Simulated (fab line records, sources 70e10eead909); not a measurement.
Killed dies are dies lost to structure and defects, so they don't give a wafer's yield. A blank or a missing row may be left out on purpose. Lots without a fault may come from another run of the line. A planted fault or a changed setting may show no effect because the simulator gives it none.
Chamber matching | flow nand_harc | NHARC_A_STAIRCASE_ETCH_444 on rie_diel-09: 4 sister chambers
The step etches the open film in C4F8/O2, target depth 20400 nm, time 6800 s. 8 wafers are shown with their chamber, then 7 later ones without.

WAFERS WITH THEIR CHAMBER
wafer  | chamber | rf_vpp_V (V) | oes_product_au (a.u.)
L246.5 | 3       | 809          | 0.989
L246.6 | 0       | 803          | 0.969
L249.5 | 1       | 803          | 0.927
L251.1 | 2       | 806          | 0.921
L251.3 | 3       | 809          | 0.924
L251.5 | 1       | 802          | 0.932
L253.2 | 2       | 804          | 0.916
L253.5 | 0       | 803          | 0.934

WAFERS WITHOUT THEIR CHAMBER
wafer  | rf_vpp_V (V) | oes_product_au (a.u.)
L253.6 | 801          | 0.936
L257.1 | 802          | 0.933
L257.2 | 802          | 0.929
L257.3 | 809          | 0.914
L259.1 | 809          | 0.927
L259.5 | 809          | 0.919
L259.6 | 806          | 0.917

WHICH CHAMBER EACH WENT THROUGH
wafer  | from the rows above     | in truth
L253.6 | can't be placed: 1 or 0 | 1
L257.1 | can't be placed: 1 or 0 | 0
L257.2 | can't be placed: 1 or 0 | 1
L257.3 | 3                       | 3
L259.1 | 3                       | 3
L259.5 | 3                       | 3
L259.6 | 2                       | 2
Placed correctly: 4 of 7. Can't be placed from these rows: 3 (the true chamber is among the candidates in 3). Placed wrongly: 0.
How it was worked out, from the rows above alone: a wafer's distance from a chamber is the root of the sum, over the readings, of the square of ((its reading less the chamber's mean) divided by the reading's scatter). The wafer belongs to the nearest chamber; if the next one is less than 2 further off, it can't be placed. A chamber's mean is the mean of its shown wafers. The scatter: the root of (the sum of the squares of (reading less its chamber's mean) over the shown wafers, divided by (wafers less chambers)).
